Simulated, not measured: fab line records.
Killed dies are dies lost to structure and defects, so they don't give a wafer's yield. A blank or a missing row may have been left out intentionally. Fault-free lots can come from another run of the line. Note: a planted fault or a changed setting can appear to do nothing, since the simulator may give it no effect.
Split-lot trial || flow n5-finfet || on a route of 1938 steps: 7 lots, 21 wafers read

SPLIT DETAILS
At N5_BEOL_M0_SAQP_SPACER2_ALD_26 (deposits SiO2, target thk 15 nm, pulse time 1 s, purge time 2 s), the setting target-thk-a was moved away from the recipe's 150 angstrom on 6 of the 21 wafers read, by -5.3% to +4.8%. This setting was run at the recipe's value on the other wafers.

FROM THE SPLIT TO THE READING: what the file shows between them, 8 steps
- N5_BEOL_M0_SAQP_SPACER2_ETCHBACK_27: etches SiO2 in CHF3/O2, target depth 22.5 nm, time 11.25 s
- N5_BEOL_M0_SAQP_MANDREL2_REMOVE_110: chemistry HBr/Cl2/O2, target a-Si, stops on SiCN, bt time 10 s
- N5_BEOL_M0_SAQP_COAT_69: time 60 s, resist thk 90 nm
- N5_BEOL_M0_CUTY_DESCUM_61: chemistry O2, time 7.9 s
- N5_BEOL_M0_CUTY_ETCH_62: etches SiARC in CF4, time 58.5 s
- N5_BEOL_M0_CUTY_ETCH_63: etches SOC in N2/H2, target depth 82.7 nm, overetch 16.5 nm, time 124 s
- N5_BEOL_M0_CUTY_STRIP_64: strips in N2/H2
- N5_BEOL_M0_ETCH_138: etches SiCN in CH3F/O2, target depth 12 nm, time 31.6 s

THE READING
SiO2_of_BEOL_M0_SAQP_SPACER2_ALD_26.thk-nm (the simulator's own value, which no gauge read), in nm, at N5_BEOL_M0_HM_OPEN_105 (chemistry Cl2/BCl3, target TiN, target depth 12 nm). The file does not state a usual value for it. Here, 15 wafers ran the recipe; their average is 2.8 nm with a standard deviation of 0.11 nm.

{"wafer": "L077.2", "tool, chamber at the split": "ald-sin-04, 2", "target-thk-a as run, angstrom": 155.7, "against the recipe": "+3.8%", "SiO2_of_BEOL_M0_SAQP_SPACER2_ALD_26.thk-nm, nm": 3.6, "against lot-mates on the recipe": "no lot-mate on the recipe"}
{"wafer": "L077.3", "tool, chamber at the split": "ald-sin-04, 1,0", "target-thk-a as run, angstrom": 155.7, "against the recipe": "+3.8%", "SiO2_of_BEOL_M0_SAQP_SPACER2_ALD_26.thk-nm, nm": 3.4, "against lot-mates on the recipe": "no lot-mate on the recipe"}
{"wafer": "L077.5", "tool, chamber at the split": "ald-sin-04, 1,0", "target-thk-a as run, angstrom": 155.7, "against the recipe": "+3.8%", "SiO2_of_BEOL_M0_SAQP_SPACER2_ALD_26.thk-nm, nm": 3.4, "against lot-mates on the recipe": "no lot-mate on the recipe"}
{"wafer": "L083.1", "tool, chamber at the split": "ald-sin-01, 1", "target-thk-a as run, angstrom": 157.2, "against the recipe": "+4.8%", "SiO2_of_BEOL_M0_SAQP_SPACER2_ALD_26.thk-nm, nm": 3.4, "against lot-mates on the recipe": "+0.6"}
{"wafer": "L083.4", "tool, chamber at the split": "ald-sin-01, 0", "target-thk-a as run, angstrom": 150, "against the recipe": "recipe", "SiO2_of_BEOL_M0_SAQP_SPACER2_ALD_26.thk-nm, nm": 2.6, "against lot-mates on the recipe": "-"}
{"wafer": "L083.5", "tool, chamber at the split": "ald-sin-01, 1", "target-thk-a as run, angstrom": 150, "against the recipe": "recipe", "SiO2_of_BEOL_M0_SAQP_SPACER2_ALD_26.thk-nm, nm": 3, "against lot-mates on the recipe": "-"}
{"wafer": "L085.1", "tool, chamber at the split": "ald-sin-01, 2,1,2", "target-thk-a as run, angstrom": 150, "against the recipe": "recipe", "SiO2_of_BEOL_M0_SAQP_SPACER2_ALD_26.thk-nm, nm": 3, "against lot-mates on the recipe": "-"}
{"wafer": "L085.2", "tool, chamber at the split": "ald-sin-01, 2,1,2", "target-thk-a as run, angstrom": 150, "against the recipe": "recipe", "SiO2_of_BEOL_M0_SAQP_SPACER2_ALD_26.thk-nm, nm": 2.8, "against lot-mates on the recipe": "-"}
{"wafer": "L085.4", "tool, chamber at the split": "ald-sin-01, 2,1,2", "target-thk-a as run, angstrom": 150, "against the recipe": "recipe", "SiO2_of_BEOL_M0_SAQP_SPACER2_ALD_26.thk-nm, nm": 2.8, "against lot-mates on the recipe": "-"}
{"wafer": "L086.3", "tool, chamber at the split": "ald-sin-02, 0,2,1", "target-thk-a as run, angstrom": 150, "against the recipe": "recipe", "SiO2_of_BEOL_M0_SAQP_SPACER2_ALD_26.thk-nm, nm": 2.8, "against lot-mates on the recipe": "-"}
{"wafer": "L086.4", "tool, chamber at the split": "ald-sin-02, 0,2,1", "target-thk-a as run, angstrom": 150, "against the recipe": "recipe", "SiO2_of_BEOL_M0_SAQP_SPACER2_ALD_26.thk-nm, nm": 2.8, "against lot-mates on the recipe": "-"}
{"wafer": "L086.6", "tool, chamber at the split": "ald-sin-02, 0,2,1", "target-thk-a as run, angstrom": 150, "against the recipe": "recipe", "SiO2_of_BEOL_M0_SAQP_SPACER2_ALD_26.thk-nm, nm": 2.8, "against lot-mates on the recipe": "-"}
{"wafer": "L089.1", "tool, chamber at the split": "ald-sin-01, 1", "target-thk-a as run, angstrom": 142.1, "against the recipe": "-5.3%", "SiO2_of_BEOL_M0_SAQP_SPACER2_ALD_26.thk-nm, nm": 2.2, "against lot-mates on the recipe": -0.6}
{"wafer": "L089.5", "tool, chamber at the split": "ald-sin-01, 1,0", "target-thk-a as run, angstrom": 150, "against the recipe": "recipe", "SiO2_of_BEOL_M0_SAQP_SPACER2_ALD_26.thk-nm, nm": 2.8, "against lot-mates on the recipe": "-"}
{"wafer": "L089.6", "tool, chamber at the split": "ald-sin-01, 1,0", "target-thk-a as run, angstrom": 150, "against the recipe": "recipe", "SiO2_of_BEOL_M0_SAQP_SPACER2_ALD_26.thk-nm, nm": 2.8, "against lot-mates on the recipe": "-"}
{"wafer": "L094.2", "tool, chamber at the split": "ald-sin-01, 3,1,0", "target-thk-a as run, angstrom": 150, "against the recipe": "recipe", "SiO2_of_BEOL_M0_SAQP_SPACER2_ALD_26.thk-nm, nm": 2.6, "against lot-mates on the recipe": "-"}
{"wafer": "L094.3", "tool, chamber at the split": "ald-sin-01, 3,1,0", "target-thk-a as run, angstrom": 150, "against the recipe": "recipe", "SiO2_of_BEOL_M0_SAQP_SPACER2_ALD_26.thk-nm, nm": 2.8, "against lot-mates on the recipe": "-"}
{"wafer": "L094.4", "tool, chamber at the split": "ald-sin-01, 3,1,0", "target-thk-a as run, angstrom": 150, "against the recipe": "recipe", "SiO2_of_BEOL_M0_SAQP_SPACER2_ALD_26.thk-nm, nm": 2.8, "against lot-mates on the recipe": "-"}
{"wafer": "L095.1", "tool, chamber at the split": "ald-sin-02, 0", "target-thk-a as run, angstrom": 143.6, "against the recipe": "-4.3%", "SiO2_of_BEOL_M0_SAQP_SPACER2_ALD_26.thk-nm, nm": 2, "against lot-mates on the recipe": -0.7}
{"wafer": "L095.2", "tool, chamber at the split": "ald-sin-02, 2", "target-thk-a as run, angstrom": 150, "against the recipe": "recipe", "SiO2_of_BEOL_M0_SAQP_SPACER2_ALD_26.thk-nm, nm": 2.8, "against lot-mates on the recipe": "-"}
{"wafer": "L095.6", "tool, chamber at the split": "ald-sin-02, 2", "target-thk-a as run, angstrom": 150, "against the recipe": "recipe", "SiO2_of_BEOL_M0_SAQP_SPACER2_ALD_26.thk-nm, nm": 2.6, "against lot-mates on the recipe": "-"}
Where a row lists several chambers, the file gives one row for several wafers and doesn't say which wafer went through which chamber.

THE FIT
A straight line over all 21 wafers: SiO2_of_BEOL_M0_SAQP_SPACER2_ALD_26.thk-nm changes by +0.152 nm for each +1% of target-thk-a; r = +0.94; the points scatter about the line by 0.13 nm.
The same after taking each lot's own level away (the mean of its wafers on the recipe; 18 wafers): +0.131 nm for each +1%; r = +0.93; scatter 0.11 nm.
According to that fit, moving target-thk-a by its largest amount changes the reading by 0.69 nm.
The span of the lots' own levels, 2.70 to 2.87 nm, comes to 1.5 times the standard deviation stated above.
Hence the slope depends on the lot-to-lot level, as the two fits are not the same.
Check: with one of the wafers moved furthest among these (-5.3%) left out of the fit, the line predicts -0.76 nm for it against its lot-mates. It came out at -0.6 nm against them.

THESE WAFERS: OTHER SPLITS
These wafers also went through other splits before the reading. Each is held against what the fit with the lots' levels taken away leaves over:
{"other split on the same wafers": "N5_MOL_CONTACT_COAG_ETCHBACK_136 target-depth-a", "wafers away from the commonest value": 6, "r with SiO2_of_BEOL_M0_SAQP_SPACER2_ALD_26.thk-nm (lot level and that fit taken away)": "+0.04"}
{"other split on the same wafers": "N5_MOL_CONTACT_COAG_CVD_140 target-thk-a", "wafers away from the commonest value": 11, "r with SiO2_of_BEOL_M0_SAQP_SPACER2_ALD_26.thk-nm (lot level and that fit taken away)": -0.20}

THE WHOLE CHAIN: every reading that the file lists as answering this split, in the file's order
{"step": "N5_BEOL_M0_SAQP_SPACER2_ALD_26", "what it does": "deposits SiO2, target thk 15 nm, pulse time 1 s, purge time 2 s", "reading": "SiO2_of_BEOL_M0_SAQP_SPACER2_ALD_26.thk-nm (the simulator's own value, which no gauge read)", "change (the file's fit)": "+0.147 nm for each +1% of the setting", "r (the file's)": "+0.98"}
{"step": "N5_BEOL_M0_SAQP_MANDREL2_REMOVE_110", "what it does": "chemistry HBr/Cl2/O2, target a-Si, stops on SiCN, bt time 10 s", "reading": "BEOL_M0_SAQP.cd-nm (the simulator's own value, which no gauge read)", "change (the file's fit)": "+0.162 nm for each +1% of the setting", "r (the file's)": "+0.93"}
{"step": "N5_BEOL_M0_CUTY_ETCH_63", "what it does": "etches SOC in N2/H2, target depth 82.7 nm, overetch 16.5 nm, time 124 s", "reading": "SiO2_of_BEOL_M0_SAQP_SPACER2_ALD_26.thk-nm (the simulator's own value, which no gauge read)", "change (the file's fit)": "+0.16 nm for each +1% of the setting", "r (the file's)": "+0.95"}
{"step": "N5_BEOL_M0_ETCH_138", "what it does": "etches SiCN in CH3F/O2, target depth 12 nm, time 31.6 s", "reading": "SiO2_of_BEOL_M0_SAQP_SPACER2_ALD_26.thk-nm (the simulator's own value, which no gauge read)", "change (the file's fit)": "+0.145 nm for each +1% of the setting", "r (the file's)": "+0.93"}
{"step": "N5_BEOL_M0_HM_OPEN_105", "what it does": "chemistry Cl2/BCl3, target TiN, target depth 12 nm", "reading": "SiO2_of_BEOL_M0_SAQP_SPACER2_ALD_26.thk-nm (the simulator's own value, which no gauge read)", "change (the file's fit)": "+0.131 nm for each +1% of the setting", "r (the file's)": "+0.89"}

FILE'S OWN FIT
SiO2_of_BEOL_M0_SAQP_SPACER2_ALD_26.thk-nm changes by +0.131 nm for each +1% of target-thk-a, r = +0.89.
